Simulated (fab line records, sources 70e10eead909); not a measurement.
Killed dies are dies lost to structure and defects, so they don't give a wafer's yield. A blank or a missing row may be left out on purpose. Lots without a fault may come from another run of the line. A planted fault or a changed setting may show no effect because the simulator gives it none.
fab line records | flow nand_harc
record lots=24 wafers=72 last_day=34
route steps=1302 shown A_CHANNEL_HOLE_D2@599 A_CHANNEL_FILL_D2@612 A_STAIRCASE@651
lots that met no fault: from a run of the same line without faults
start_h: hours from the record's first day to the start of the lot's first wafer shown | wait_h: hours since the lot's step before | " the same as in the row above | L1.1+2: a row that stands for several wafers | - no value, or no start given | * or withheld: withheld | < > ~ a bound
route shown NAME@n: a module of which the file shows steps, and the number in the route of the first | usual: mean/standard deviation of fault-free wafers | same: alike in all rows | chamber/n: place in a boat | sites: the reading at each site | _std_site: their standard deviation | _edge_site: outer sites' mean less inner sites' | radius_mm: how far each site lies from the wafer's centre | mask NAME#n: copy n | behind: the tool/chamber that last shaped the wafer | hold: why the lot was held/for how many hours/how that ended | device: the transistor (n, p or np) that didn't switch | end of line: the same wafers' tests at the end of the route | a step without rows: its recipe alone | killed: dies lost to structure and defects at the first sort, not the wafer's yield | map: a wafer's dies, x killed, . not, _ none there
set.NAME: the setting as run; set.NAME@STEP: as run at that earlier step | model.NAME: the simulator's own value behind a step, which no gauge read
steps of the route over a sample of lots; a table a step, a row a wafer
services: from which hour (start_h, from the record's first day; less than 0 if before it) a tool's chamber was out of use, for how many hours, and why
## steps
# step NHARC_A_CHANNEL_HOLE_D2_ETCH_27
# recipe bias_v=400 source_w=2000 pressure_mtorr=25 time_s=90 ar_flow_sccm=375 c4f8_flow_sccm=41.7 o2_flow_sccm=83.3 temp_c=-20 target_depth_a=4000 chemistry=C4F8/O2/Ar
# usual drypump_motor_current_A=5.3/0.44 showerhead_plenum_p_Torr=3.72/0.16 throttle_valve_pct=27.619/0.0086
# columns lot.wafer tool chamber start_h wait_h drypump_motor_current_A rf_hours_counter_h showerhead_plenum_p_Torr throttle_valve_pct
L074.1 har_etch-02 1 304.41 0.2 5.4 367 3.54 27.619
L074.3 " 1 " " 5.4 - 3.54 27.606
L074.6 " 0 " " 4.8 - 3.63 27.618
L075.2 har_etch-01 1 322.22 0.2 5.1 164 3.73 27.615
L075.1 " 0 " " 6.0 164 3.61 27.616
L075.5 " 1 " " 5.1 - 3.73 27.623
L077.1 har_etch-02 1 325.60 0.2 5.4 378 3.53 27.639
L077.2 " 0 " " 4.9 378 3.62 27.629
L077.3 " 0 " " 4.9 - 3.62 27.618
L076.2 har_etch-01 1 326.41 0.2 5.1 168 3.73 27.626
L076.3 " 0 " " 6.0 - 3.61 27.621
L076.5 " 1 " " 5.1 - 3.73 27.618
L079.3 har_etch-02 1 351.21 0.2 5.4 - 3.53 27.619
L079.6 " 0 " " 4.8 - 3.62 27.598
L079.5 " 1 " " 5.4 - 3.53 27.626
L078.2 har_etch-01 1 351.69 0.2 5.1 180 3.72 27.635
L078.4 " 0 " " 6.1 - 3.61 27.618
L078.6 " 0 " " 6.1 - 3.61 27.614
L080.1 har_etch-01 0 360.02 0.2 6.0 187 3.60 27.609
L080.3 " 1 " " 5.1 - 3.72 27.612
L080.6 " 0 " " 6.0 - 3.60 27.617
L081.2 har_etch-02 0 369.73 0.2 4.8 401 3.61 27.625
L081.4 " 1 " " 5.4 - 3.52 27.597
L081.5 " 1 " " 5.4 - 3.52 27.622
L083.1 har_etch-02 0 376.63 0.2 4.8 405 3.61 27.625
L083.4 " 0 " " 4.8 - 3.61 27.610
L083.3 " 1 " " 5.4 - 3.52 27.613
L082.2 har_etch-01 0 382.58 0.2 6.0 199 3.60 27.628
L082.4 " 1 " " 5.1 - 3.71 27.607
L082.6 " 1 " " 5.1 - 3.71 27.605
L084.3 har_etch-01 0 390.96 0.2 6.1 - 3.59 27.619
L084.6 " 1 " " 5.1 - 3.71 27.616
L084.5 " 0 " " 6.0 - 3.59 27.635
L086.1 har_etch-02 0 412.10 0.2 4.9 11 3.97 27.620
L086.5 " 1 " " 5.4 - 3.97 27.627
L086.6 " 0 " " 4.9 - 3.97 27.620
L085.1 har_etch-02 0 416.20 0.2 4.8 15 3.97 27.613
L085.6 " 0 " " 4.8 - 3.97 27.618
L085.5 " 1 " " 5.4 - 3.97 27.621
L087.1 har_etch-01 0 420.28 0.2 6.1 233 3.58 27.609
L087.3 " 0 " " 6.0 - 3.58 27.622
L087.6 " 0 " " 6.0 - 3.58 27.621
L088.4 har_etch-01 1 441.15 0.2 5.1 - 3.69 27.641
L088.6 " 1 " " 5.1 - 3.69 27.619
L088.5 " 0 " " 6.0 - 3.57 27.630
L089.3 har_etch-02 0 442.26 0.2 4.8 - 3.96 27.622
L089.6 " 0 " " 4.8 - 3.97 27.616
L089.5 " 1 " " 5.4 - 3.97 27.623
L091.3 har_etch-01 1 463.24 0.2 5.1 - 3.68 27.623
L091.5 " 0 " " 6.0 - 3.57 27.623
L091.6 " 1 " " 5.1 - 3.68 27.627
L090.2 har_etch-02 1 464.49 0.2 5.4 39 3.96 27.633
L090.3 " 0 " " 4.8 - 3.96 27.603
L090.4 " 1 " " 5.4 - 3.96 27.609
L092.3 har_etch-01 0 478.07 0.2 6.0 - 3.56 27.616
L092.6 " 0 " " 6.0 - 3.56 27.614
L092.5 " 1 " " 5.1 - 3.68 27.630
L093.1 har_etch-02 0 490.62 0.2 4.9 58 3.95 27.613
L093.3 " 0 " " 4.9 - 3.95 27.637
L093.6 " 0 " " 4.9 - 3.95 27.609
L094.2 har_etch-02 0 497.99 0.2 4.9 62 3.94 27.619
L094.4 " 1 " " 5.4 - 3.94 27.622
L094.6 " 1 " " 5.4 - 3.94 27.626
L095.2 har_etch-01 0 507.14 0.2 6.0 278 3.55 27.612
L095.3 " 1 " " 5.1 - 3.67 27.618
L095.5 " 0 " " 6.0 - 3.55 27.620
L096.1 har_etch-02 0 521.38 0.2 4.8 69 3.94 27.611
L096.2 " 1 " " 5.4 69 3.94 27.618
L096.3 " 1 " " 5.4 - 3.94 27.627
L097.2 har_etch-01 1 536.50 0.2 5.1 294 3.66 27.621
L097.4 " 1 " " 5.1 - 3.66 27.626
L097.6 " 1 " " 5.1 - 3.66 27.615
# step NHARC_A_CHANNEL_FILL_D2_ALD_02
# recipe target_thk_a=60 pulse_time_s=10 ald_cycles=60 temp_c=300 material=SiO2
# usual heater_power_w=446/37 precursor_pulse_height_rel=1.002/0.021
# same ald_cycles=60 pulse_time_s=10
# columns lot.wafer tool chamber start_h wait_h heater_power_w precursor_pulse_height_rel
L074.1 ald_hk-03 1 306.55 - 408 1.026
L074.3 " 0 " " 497 1.042
L074.6 " 1 " " 397 0.998
L075.2 ald_hk-02 2 324.28 - 474 1.036
L075.1 " 3 " " 495 1.019
L075.5 " 1 " " 443 1.004
L077.2 ald_hk-01 2 327.59 - 427 1.010
L077.1 " 3 " " 398 1.013
L077.3 " 0 " " 394 1.004
L076.2 ald_hk-01 1 328.30 - 475 0.975
L076.3 " 0 " " 397 1.017
L076.5 " 1 " " 483 1.026
L079.3 ald_hk-01 1 353.27 - 476 1.036
L079.6 " 2 " " 421 1.003
L079.5 " 3 " " 389 0.994
L078.2 ald_hk-01 3 353.69 - 393 0.994
L078.4 " 0 " " 400 1.005
L078.6 " 2 " " 428 1.005
L080.3 ald_hk-02 2 361.96 - 483 1.004
L080.1 " 3 " " 473 1.004
L080.6 " 3 " " 477 1.006
L081.4 ald_hk-02 2 371.66 - 485 0.993
L081.2 " 3 " " 474 1.033
L081.5 " 3 " " 476 1.057
L083.1 ald_hk-01 0 378.64 - 400 0.959
L083.4 " 1 " " 469 1.009
L083.3 " 2 " " 427 1.023
L082.4 ald_hk-02 0 384.80 0.4 421 1.020
L082.2 " 1 " " 450 0.986
L082.6 " 3 " " 472 1.021
L084.3 ald_hk-02 2 393.14 - 489 1.029
L084.5 " 1 " " 450 0.978
L084.6 " 2 " " 484 0.966
L086.1 ald_hk-02 3 413.99 - 480 0.957
L086.6 " 3 " " 492 1.004
L086.5 " 0 " " 418 1.014
L085.1 ald_hk-01 3 418.34 - 403 0.978
L085.5 " 0 " " 398 0.990
L085.6 " 1 " " 472 0.993
L087.1 ald_hk-01 2 422.30 - 426 0.985
L087.3 " 0 " " 392 0.975
L087.6 " 2 " " 436 1.005
L088.4 ald_hk-02 0 443.22 - 424 1.016
L088.6 " 1 " " 455 0.982
L088.5 " 2 " " 504 1.008
L089.3 ald_hk-03 3 444.27 - 445 0.979
L089.5 " 1 " " 378 0.995
L089.6 " 2 " " 468 0.992
L091.3 ald_hk-03 1 465.21 - 398 0.962
L091.5 " 3 " " 448 1.039
L091.6 " 0 " " 498 0.994
L090.3 ald_hk-03 1 466.39 - 387 1.021
L090.4 " 2 " " 476 1.001
L090.2 " 0 " " 488 1.014
L092.3 ald_hk-02 0 483.04 - 433 0.982
L092.6 " 0 " " 435 1.054
L092.5 " 1 " " 464 1.020
L093.3 ald_hk-03 0 492.54 - 488 1.022
L093.1 " 3 " " 441 1.028
L093.6 " 0 " " 480 0.988
L094.2 ald_hk-01 1 500.97 - 501 1.006
L094.4 " 2 " " 436 0.993
L094.6 " 1 " " 489 0.991
L095.3 ald_hk-01 2 509.07 - 427 0.979
L095.2 " 3 " " 380 1.014
L095.5 " 2 " " 445 0.984
L096.2 ald_hk-02 2 523.46 - 474 0.996
L096.1 " 3 " " 478 1.016
L096.3 " 1 " " 449 0.963
L097.4 ald_hk-03 0 538.68 - 482 0.997
L097.2 " 1 " " 392 1.005
L097.6 " 1 " " 394 1.014
# step NHARC_A_CHANNEL_FILL_D2_CMP_10
# recipe target_thk_nm=150
# usual motor_current_A=11.9/1.2 retaining_ring_pressure_frac=1.001/0.005 time_to_endpoint_s=14.6/2.3
# columns lot.wafer tool chamber start_h wait_h motor_current_A retaining_ring_pressure_frac time_to_endpoint_s
L074.3 cmp-02 1 356.00 0.4 12.8 0.999 12.9
L074.1 " 3 " " 10.6 1.000 12.0
L074.6 " 1 " " 12.2 0.997 11.8
L075.1 cmp-01 2 371.16 0.4 12.7 1.006 17.0
L075.2 " 3 " " 11.8 1.013 19.6
L075.5 " 1 " " 11.5 0.996 15.9
L077.3 cmp-02 1 375.10 0.4 11.9 1.001 12.4
L077.1 " 2 " " 12.5 0.999 13.2
L077.2 " 3 " " 10.6 0.996 13.1
L076.3 cmp-03 2 375.10 0.4 13.6 0.999 16.7
L076.2 " 3 " " 12.7 1.001 16.1
L076.5 " 2 " " 13.2 1.006 17.3
L078.4 cmp-02 1 400.57 0.4 12.3 0.999 16.9
L078.2 " 2 " " 11.8 0.997 18.7
L078.6 " 0 " " 13.4 0.998 17.7
L079.3 cmp-01 3 405.07 0.4 12.1 0.995 16.2
L079.5 " 0 " " 9.8 1.002 15.0
L079.6 " 1 " " 11.1 1.001 15.0
L080.3 cmp-01 1 413.30 0.4 10.3 1.002 15.6
L080.1 " 2 " " 12.4 0.993 16.3
L080.6 " 1 " " 11.5 0.999 11.3
L081.4 cmp-03 2 420.95 0.4 13.0 0.998 14.9
L081.2 " 0 " " 12.4 0.995 18.1
L081.5 " 1 " " 10.6 1.002 14.2
L083.4 cmp-03 2 428.54 0.4 12.1 0.997 17.4
L083.3 " 3 " " 13.2 0.998 17.7
L083.1 " 0 " " 12.1 1.001 19.3
L082.4 cmp-01 2 433.73 0.4 12.1 1.000 16.1
L082.2 " 1 " " 11.2 1.005 15.0
L082.6 " 3 " " 11.1 0.997 16.9
L084.3 cmp-02 2 444.02 0.4 11.5 0.998 15.7
L084.6 " 3 " " 10.5 0.997 15.3
L084.5 " 0 " " 14.1 1.003 16.7
L085.1 cmp-01 1 463.56 0.4 10.8 1.000 13.6
L085.6 " 1 " " 10.9 0.998 14.8
L085.5 " 2 " " 12.3 0.996 13.7
L086.1 cmp-02 3 463.58 0.4 10.5 1.003 14.6
L086.6 " 2 " " 11.4 1.000 15.8
L086.5 " 3 " " 10.6 1.002 12.2
L087.1 cmp-02 3 472.89 0.4 10.7 0.996 14.9
L087.3 " 0 " " 14.1 0.999 13.8
L087.6 " 2 " " 12.6 1.014 15.0
L089.3 cmp-02 1 490.70 0.4 12.3 1.008 10.1
L089.6 " 0 " " 14.1 1.010 13.5
L089.5 " 1 " " 13.1 0.998 11.6
L088.4 cmp-01 0 490.70 0.4 10.6 0.999 13.0
L088.5 " 3 " " 11.8 1.000 11.9
L088.6 " 0 " " 10.7 0.999 11.2
L090.2 cmp-03 1 513.20 0.4 10.1 1.004 12.1
L090.4 " 2 " " 13.2 1.010 16.3
L090.3 " 0 " " 11.9 1.005 15.2
L091.3 cmp-02 0 513.28 0.5 13.8 1.001 19.5
L091.5 " 1 " " 12.6 1.004 14.2
L091.6 " 2 " " 12.3 1.006 15.1
L092.3 cmp-01 1 530.47 0.4 10.8 1.017 11.2
L092.6 " 1 " " 10.7 1.011 10.0
L092.5 " 2 " " 13.0 1.003 14.1
L093.1 cmp-03 0 542.54 0.4 12.5 1.005 15.4
L093.3 " 2 " " 12.6 0.998 16.2
L093.6 " 0 " " 11.6 0.997 15.1
L094.2 cmp-01 0 550.72 0.4 10.2 1.012 13.3
L094.4 " 1 " " 11.4 0.992 13.3
L094.6 " 1 " " 11.3 0.998 13.5
L095.3 cmp-01 2 558.32 0.4 12.7 1.005 10.9
L095.2 " 1 " " 10.8 1.002 8.7
L095.5 " 3 " " 12.2 1.000 11.1
L096.1 cmp-02 1 574.29 0.4 12.8 0.997 14.1
L096.2 " 2 " " 11.9 0.997 16.1
L096.3 " 3 " " 10.4 0.997 14.3
L097.2 cmp-02 3 585.26 0.4 10.7 1.006 13.2
L097.4 " 1 " " 13.2 0.994 12.8
L097.6 " 0 " " 13.9 0.996 16.6
# step NHARC_A_STAIRCASE_ETCH_169
# recipe target_depth_a=500 time_s=107.1 ion_energy_ev=120 ch3f_flow_sccm=50 o2_flow_sccm=30 ar_flow_sccm=200 rf_w=500 bias_w=100 chemistry=CH3F/O2
# usual drypump_motor_current_A=5.7/0.33 oes_product_au=0.958/0.02 rf_vpp_V=244.3/1.8 showerhead_plenum_p_Torr=2.45/0.12 throttle_valve_pct=20.663/0.0091
# columns lot.wafer tool chamber start_h wait_h drypump_motor_current_A oes_product_au rf_hours_counter_h rf_vpp_V showerhead_plenum_p_Torr throttle_valve_pct
L074.3 rie_diel-13 2 357.63 0.1 5.2 0.990 2 245.9 2.55 20.664
L074.1 " 3 " " 5.2 0.946 2 246.7 2.62 20.633
L074.6 " 2 " " 5.2 0.992 - 245.7 2.56 20.671
L075.2 rie_diel-09 0 372.76 0.1 6.0 0.936 18 245.3 2.63 20.657
L075.1 " 1 " " 5.9 0.948 11 243.7 2.38 20.668
L075.5 " 1 " " 5.9 0.945 - 242.3 2.38 20.681
L076.3 rie_diel-13 1 377.13 0.1 5.9 0.955 9 242.3 2.32 20.670
L076.2 " 3 " " 5.2 0.917 9 245.6 2.61 20.660
L076.5 " 0 " " 5.6 0.945 - 244.5 2.46 20.661
L077.1 rie_diel-04 2 377.29 0.1 5.6 0.969 2 242.5 2.30 20.665
L077.2 " 0 " " 5.7 0.976 2 247.6 2.61 20.668
L077.3 " 1 " " 5.4 0.956 2 245.5 2.43 20.681
L078.2 rie_diel-09 1 402.27 0.1 5.9 0.958 20 243.4 2.37 20.673
L078.4 " 2 " " 6.2 0.967 23 246.2 2.54 20.660
L078.6 " 2 " " 6.2 0.972 - 245.6 2.54 20.673
L079.3 rie_diel-13 0 406.76 0.1 5.6 0.981 22 243.7 2.46 20.660
L079.5 " 3 " " 5.2 0.960 - 245.9 2.61 20.646
L079.6 " 0 " " 5.6 0.982 - 244.0 2.46 20.665
L080.1 rie_diel-13 0 415.04 0.1 5.6 0.992 24 243.1 2.45 20.653
L080.3 " 1 " " 5.8 0.971 23 243.0 2.32 20.647
L080.6 " 3 " " 5.2 0.944 - 246.9 2.61 20.663
L081.2 rie_diel-04 3 422.69 0.1 6.2 0.962 14 243.8 2.34 20.651
L081.4 " 0 " " 5.7 1.007 14 246.6 2.60 20.664
L081.5 " 2 " " 5.6 0.955 - 242.0 2.29 20.671
L083.1 rie_diel-13 0 430.30 0.1 5.6 0.969 29 244.0 2.45 20.649
L083.3 " 1 " " 5.8 0.969 31 241.7 2.32 20.676
L083.4 " 3 " " 5.2 0.942 27 246.1 2.61 20.648
L082.2 rie_diel-09 3 435.67 0.2 5.3 0.950 36 244.1 2.39 20.661
L082.6 " 2 " " 6.2 0.929 - 245.8 2.54 20.667
L082.4 " 1 " " 5.9 0.948 - 244.5 2.37 20.647
L084.3 rie_diel-04 1 445.69 0.1 5.4 0.959 19 244.3 2.42 20.653
L084.5 " 1 " " 5.5 0.946 - 244.2 2.42 20.665
L084.6 " 2 " " 5.6 0.952 - 242.0 2.29 20.657
L086.1 rie_diel-04 0 465.19 0.1 5.7 0.948 27 246.8 2.60 20.659
L086.6 " 3 " " 6.2 0.938 - 241.5 2.33 20.666
L086.5 " 0 " " 5.7 0.947 - 245.5 2.60 20.662
L085.1 rie_diel-09 2 465.38 0.1 6.2 0.943 49 245.4 2.53 20.664
L085.6 " 1 " " 5.9 0.960 - 242.9 2.37 20.667
L085.5 " 2 " " 6.2 0.949 - 245.3 2.53 20.672
L087.3 rie_diel-13 1 474.54 0.1 5.9 0.970 45 240.7 2.31 20.653
L087.1 " 2 " " 5.2 0.972 39 244.8 2.54 20.666
L087.6 " 0 " " 5.6 0.956 - 243.3 2.45 20.672
L089.3 rie_diel-09 1 492.32 0.1 5.9 0.963 48 241.8 2.36 20.671
L089.5 " 2 " " 6.2 0.947 - 245.5 2.53 20.672
L089.6 " 3 " " 5.4 0.971 - 243.9 2.38 20.665
L088.4 rie_diel-13 0 492.61 0.1 5.6 0.990 51 243.1 2.44 20.669
L088.5 " 2 " " 5.2 0.961 - 246.0 2.54 20.671
L088.6 " 3 " " 5.2 0.959 - 245.6 2.60 20.667
L090.3 rie_diel-04 3 515.29 0.1 6.2 0.932 43 241.9 2.33 20.658
L090.2 " 0 " " 5.7 0.959 41 246.0 2.59 20.664
L090.4 " 1 " " 5.4 0.928 42 244.0 2.41 20.654
L091.3 rie_diel-04 2 518.17 2.9 5.6 0.945 50 240.0 2.28 20.679
L091.6 " 1 " " 5.4 0.936 - 244.1 2.41 20.659
L091.5 " 2 " " 5.6 0.938 - 241.9 2.28 20.667
L092.3 rie_diel-13 0 532.24 0.1 5.6 0.988 2 243.4 2.44 20.659
L092.6 " 1 " " 5.8 0.959 - 241.3 2.30 20.657
L092.5 " 2 " " 5.2 0.975 - 244.4 2.53 20.648
L093.1 rie_diel-04 3 544.33 0.3 6.2 0.949 0 242.7 2.32 20.659
L093.3 " 0 " " 5.7 0.987 0 247.0 2.59 20.670
L093.6 " 3 " " 6.2 0.953 - 243.5 2.32 20.660
L094.2 rie_diel-09 3 552.36 0.1 5.4 1.005 19 244.4 2.38 20.659
L094.4 " 0 " " 6.0 0.953 18 247.2 2.61 20.657
L094.6 " 1 " " 5.9 0.951 - 243.6 2.36 20.662
L095.2 rie_diel-04 0 559.95 0.1 5.7 1.008 5 245.6 2.58 20.656
L095.3 " 1 " " 5.4 0.933 4 244.0 2.41 20.664
L095.5 " 1 " " 5.4 0.935 - 243.5 2.41 20.659
L096.3 rie_diel-04 2 575.89 0.1 5.6 0.965 11 246.5 2.66 20.649
L096.2 " 3 " " 6.2 0.980 10 242.7 2.32 20.667
L096.1 " 1 " " 5.5 0.957 11 243.6 2.41 20.673
L097.4 rie_diel-09 0 587.03 0.1 6.0 0.934 25 245.9 2.61 20.682
L097.2 " 2 " " 6.2 0.933 27 245.8 2.52 20.673
L097.6 " 0 " " 6.0 0.935 - 245.7 2.61 20.666
# step NHARC_A_STAIRCASE_STRIP_171
# recipe power_w=1500 temp_c=250 chemistry=O2
# usual drypump_motor_current_A=5.78/0.29 heater_power_w=338/48
# columns lot.wafer tool chamber start_h wait_h drypump_motor_current_A heater_power_w rf_hours_counter_h
L074.1 plasma_asher-01 1 357.90 - 5.94 372 2
L074.3 " 0 " " 5.37 334 -
L074.6 " 0 " " 5.36 335 -
L075.1 plasma_asher-01 0 373.01 - 5.39 340 4
L075.2 " 1 " " 5.96 363 4
L075.5 " 1 " " 5.94 382 -
L076.2 plasma_asher-02 0 377.35 - 5.99 239 25
L076.3 " 1 " " 6.05 375 -
L076.5 " 0 " " 5.98 235 -
L077.1 plasma_asher-01 0 377.52 - 5.37 336 5
L077.2 " 1 " " 5.94 378 5
L077.3 " 1 " " 5.94 382 -
L078.2 plasma_asher-01 0 402.50 - 5.36 320 10
L078.4 " 0 " " 5.37 333 -
L078.6 " 0 " " 5.37 336 -
L079.3 plasma_asher-01 1 407.07 - 5.95 371 -
L079.6 " 1 " " 5.94 384 -
L079.5 " 0 " " 5.39 342 -
L080.1 plasma_asher-01 1 415.30 - 5.94 373 13
L080.3 " 0 " " 5.39 334 -
L080.6 " 0 " " 5.36 330 -
L081.2 plasma_asher-02 1 422.91 - 6.06 370 36
L081.4 " 1 " " 6.06 367 -
L081.5 " 1 " " 6.07 360 -
L083.1 plasma_asher-01 1 430.53 - 5.98 384 16
L083.4 " 1 " " 5.98 365 -
L083.3 " 0 " " 5.37 334 -
L082.2 plasma_asher-02 0 436.06 - 6.01 248 0
L082.4 " 1 " " 6.07 362 -
L082.6 " 1 " " 6.04 360 -
L084.3 plasma_asher-01 0 446.14 - 5.42 335 -
L084.5 " 1 " " 5.98 381 -
L084.6 " 0 " " 5.40 329 -
L086.1 plasma_asher-01 1 465.41 - 5.95 368 22
L086.5 " 1 " " 5.94 386 -
L086.6 " 0 " " 5.37 323 -
L085.1 plasma_asher-02 1 465.60 - 6.07 357 6
L085.5 " 1 " " 6.07 368 -
L085.6 " 0 " " 5.99 240 -
L087.1 plasma_asher-02 0 474.82 - 6.00 243 8
L087.3 " 0 " " 6.02 246 -
L087.6 " 1 " " 6.01 368 -
L089.3 plasma_asher-01 1 492.66 - 5.94 374 -
L089.5 " 0 " " 5.38 329 -
L089.6 " 1 " " 5.93 383 -
L088.4 plasma_asher-01 1 492.96 - 5.92 374 -
L088.5 " 0 " " 5.35 325 -
L088.6 " 1 " " 5.93 379 -
L090.2 plasma_asher-01 1 518.38 - 5.94 376 33
L090.3 " 0 " " 5.40 326 -
L090.4 " 1 " " 5.91 362 -
L091.3 plasma_asher-02 0 518.54 - 6.01 244 -
L091.6 " 1 " " 6.04 361 -
L091.5 " 0 " " 6.01 241 -
L092.3 plasma_asher-01 0 532.59 - 5.35 330 -
L092.5 " 1 " " 5.96 380 -
L092.6 " 0 " " 5.39 328 -
L093.1 plasma_asher-02 1 544.60 - 6.05 376 24
L093.3 " 1 " " 6.03 361 -
L093.6 " 0 " " 5.99 242 -
L094.2 plasma_asher-02 1 552.57 - 6.06 369 25
L094.4 " 0 " " 6.00 239 -
L094.6 " 0 " " 5.99 239 -
L095.2 plasma_asher-01 0 560.18 - 5.38 324 7
L095.3 " 1 " " 5.96 382 -
L095.5 " 0 " " 5.37 331 -
L096.2 plasma_asher-01 0 576.12 - 5.39 321 9
L096.1 " 1 " " 5.94 383 9
L096.3 " 1 " " 5.96 383 -
L097.2 plasma_asher-01 1 587.31 - 5.91 384 11
L097.4 " 0 " " 5.37 334 -
L097.6 " 1 " " 5.92 384 -
# step NHARC_A_STAIRCASE_TRIM_12
# recipe time_s=211.2 o2_flow_sccm=500 ar_flow_sccm=0 bias_w=0 chemistry=O2
# usual drypump_motor_current_A=5.7/0.33 oes_product_au=1.001/0.016 rf_vpp_V=57.9/0.9 showerhead_plenum_p_Torr=3.53/0.16 throttle_valve_pct=17.036/0.0091
# columns lot.wafer tool chamber start_h wait_h drypump_motor_current_A oes_product_au rf_hours_counter_h rf_vpp_V showerhead_plenum_p_Torr throttle_valve_pct
L074.3 rie_diel-09 3 359.47 0.1 5.3 0.995 8 57.3 3.45 17.039
L074.1 " 0 " " 6.0 0.993 11 59.8 3.77 17.032
L074.6 " 3 " " 5.4 0.990 - 57.9 3.45 17.037
L075.2 rie_diel-04 1 374.61 0.1 5.4 0.992 1 58.8 3.49 17.017
L075.1 " 2 " " 5.6 0.977 1 57.9 3.31 17.033
L075.5 " 2 " " 5.6 1.002 - 56.0 3.31 17.021
L076.3 rie_diel-04 2 378.97 0.1 5.6 0.992 2 58.1 3.31 17.033
L076.2 " 3 " " 6.2 0.993 1 58.4 3.37 17.043
L076.5 " 1 " " 5.5 0.997 - 59.0 3.49 17.020
L077.2 rie_diel-04 3 379.15 0.1 6.2 0.997 1 56.7 3.37 17.038
L077.1 " 0 " " 5.8 1.029 2 57.4 3.73 17.041
L077.3 " 1 " " 5.5 1.009 2 57.4 3.49 17.038
L078.4 rie_diel-04 1 404.11 0.1 5.4 0.988 10 58.1 3.48 17.037
L078.2 " 0 " " 5.7 1.017 10 58.8 3.73 17.035
L078.6 " 1 " " 5.4 1.000 - 58.3 3.48 17.032
L079.3 rie_diel-13 2 408.62 0.1 5.2 1.014 14 57.6 3.65 17.024
L079.5 " 3 " " 5.2 0.982 - 57.5 3.74 17.043
L079.6 " 0 " " 5.6 1.011 - 57.8 3.52 17.023
L080.3 rie_diel-13 2 416.96 0.1 5.2 1.012 17 57.2 3.65 17.046
L080.1 " 1 " " 5.9 1.019 24 58.2 3.33 17.028
L080.6 " 3 " " 5.2 0.989 - 58.3 3.73 17.038
L081.4 rie_diel-09 0 424.57 0.1 6.0 0.984 35 58.6 3.76 17.039
L081.2 " 1 " " 6.0 1.009 28 57.8 3.41 17.028
L081.5 " 0 " " 6.1 0.977 - 58.9 3.76 17.032
L083.1 rie_diel-13 3 432.14 0.1 5.2 0.991 27 58.1 3.73 17.039
L083.4 " 1 " " 5.9 1.000 31 57.5 3.33 17.046
L083.3 " 2 " " 5.2 1.014 23 57.9 3.65 17.041
L082.2 rie_diel-04 1 437.54 0.1 5.4 1.005 16 58.3 3.48 17.023
L082.4 " 2 " " 5.6 0.990 20 57.5 3.30 17.036
L082.6 " 1 " " 5.4 0.990 - 58.2 3.48 17.031
L084.3 rie_diel-04 3 447.50 0.1 6.2 1.011 23 58.0 3.36 17.029
L084.6 " 1 " " 5.4 0.994 - 57.5 3.48 17.040
L084.5 " 2 " " 5.6 0.990 - 59.2 3.29 17.048
L086.1 rie_diel-04 0 467.13 0.2 5.7 1.016 27 58.8 3.72 17.031
L086.6 " 0 " " 5.7 1.025 - 57.1 3.72 17.040
L086.5 " 1 " " 5.4 1.004 - 57.6 3.47 17.042
L085.1 rie_diel-13 0 467.31 0.1 5.6 1.018 42 56.8 3.51 17.036
L085.6 " 3 " " 5.2 0.982 - 57.9 3.72 17.047
L085.5 " 0 " " 5.6 0.999 - 58.6 3.51 17.027
L087.3 rie_diel-13 0 476.44 0.1 5.6 1.011 46 59.0 3.51 17.033
L087.1 " 1 " " 5.9 1.001 46 56.9 3.32 17.035
L087.6 " 2 " " 5.2 1.007 - 59.3 3.64 17.053
L089.3 rie_diel-09 3 494.15 0.1 5.4 1.003 58 58.2 3.43 17.042
L089.6 " 2 " " 6.2 0.990 - 57.6 3.63 17.026
L089.5 " 3 " " 5.4 0.997 - 57.5 3.43 17.049
L088.4 rie_diel-04 0 494.47 0.1 5.7 1.019 34 59.7 3.72 17.048
L088.6 " 0 " " 5.7 1.021 - 59.1 3.72 17.041
L088.5 " 1 " " 5.5 1.004 - 56.6 3.47 17.032
L090.4 rie_diel-04 2 519.93 0.1 5.6 0.997 50 56.3 3.28 17.042
L090.3 " 3 " " 6.2 1.004 47 58.1 3.35 17.024
L090.2 " 0 " " 5.7 1.017 45 59.0 3.71 17.040
L091.3 rie_diel-09 2 520.08 0.1 6.2 0.980 5 58.7 3.62 17.028
L091.5 " 2 " " 6.2 0.993 - 58.3 3.62 17.026
L091.6 " 3 " " 5.3 1.027 - 58.6 3.42 17.048
L092.3 rie_diel-09 2 534.14 0.1 6.2 0.978 11 58.0 3.62 17.036
L092.5 " 1 " " 5.9 0.972 - 56.6 3.39 17.030
L092.6 " 2 " " 6.2 0.979 - 58.3 3.62 17.023
L093.1 rie_diel-04 0 546.18 0.1 5.7 1.030 1 57.0 3.71 17.053
L093.3 " 1 " " 5.5 0.970 1 57.4 3.46 17.023
L093.6 " 3 " " 6.2 1.002 - 56.3 3.34 17.030
L094.4 rie_diel-13 3 554.15 0.1 5.2 1.012 14 58.3 3.70 17.044
L094.2 " 0 " " 5.6 1.011 9 58.7 3.50 17.037
L094.6 " 2 " " 5.2 1.009 - 57.3 3.63 17.056
L095.3 rie_diel-04 1 561.67 0.1 5.4 0.992 5 56.8 3.46 17.031
L095.2 " 3 " " 6.2 1.028 5 57.0 3.34 17.021
L095.5 " 1 " " 5.4 0.991 - 59.3 3.46 17.031
L096.3 rie_diel-09 1 577.73 0.1 5.9 0.997 22 59.1 3.38 17.042
L096.1 " 2 " " 6.2 0.975 25 58.3 3.61 17.040
L096.2 " 3 " " 5.4 1.024 26 57.7 3.41 17.042
L097.2 rie_diel-13 1 588.81 0.1 5.9 0.984 21 58.0 3.30 17.044
L097.6 " 2 " " 5.2 1.022 - 58.7 3.62 17.025
L097.4 " 0 " " 5.6 1.021 - 57.6 3.49 17.042
## services
# columns tool chamber start_h hours kind
rie_diel-13 0 298.47 3.4 repair
rie_diel-13 2 300.65 10.0 repair
rie_diel-09 - 318.44 0.7 repair
rie_diel-09 - 320.14 9.0 pm
cmp-02 - 330.51 4.0 pm
plasma_asher-01 - 342.00 9.0 pm
rie_diel-13 - 342.16 9.0 pm
rie_diel-04 2 347.03 6.0 repair
rie_diel-04 0 353.25 1.8 repair
rie_diel-04 3 353.40 8.5 repair
rie_diel-09 1 356.47 11.1 repair
rie_diel-04 - 357.14 9.0 pm
har_etch-02 - 380.61 17.0 pm
rie_diel-13 2 384.14 13.5 repair
plasma_asher-01 - 394.60 2.3 repair
rie_diel-09 1 399.58 2.5 repair
cmp-02 - 428.51 4.0 pm
rie_diel-09 1 443.80 8.7 repair
cmp-02 - 452.24 1.5 repair
rie_diel-09 - 497.14 9.0 pm
plasma_asher-01 - 519.19 9.0 pm
rie_diel-13 - 519.23 9.0 pm
rie_diel-04 - 534.14 9.0 pm
rie_diel-13 0 543.73 4.0 repair
## key
fault none
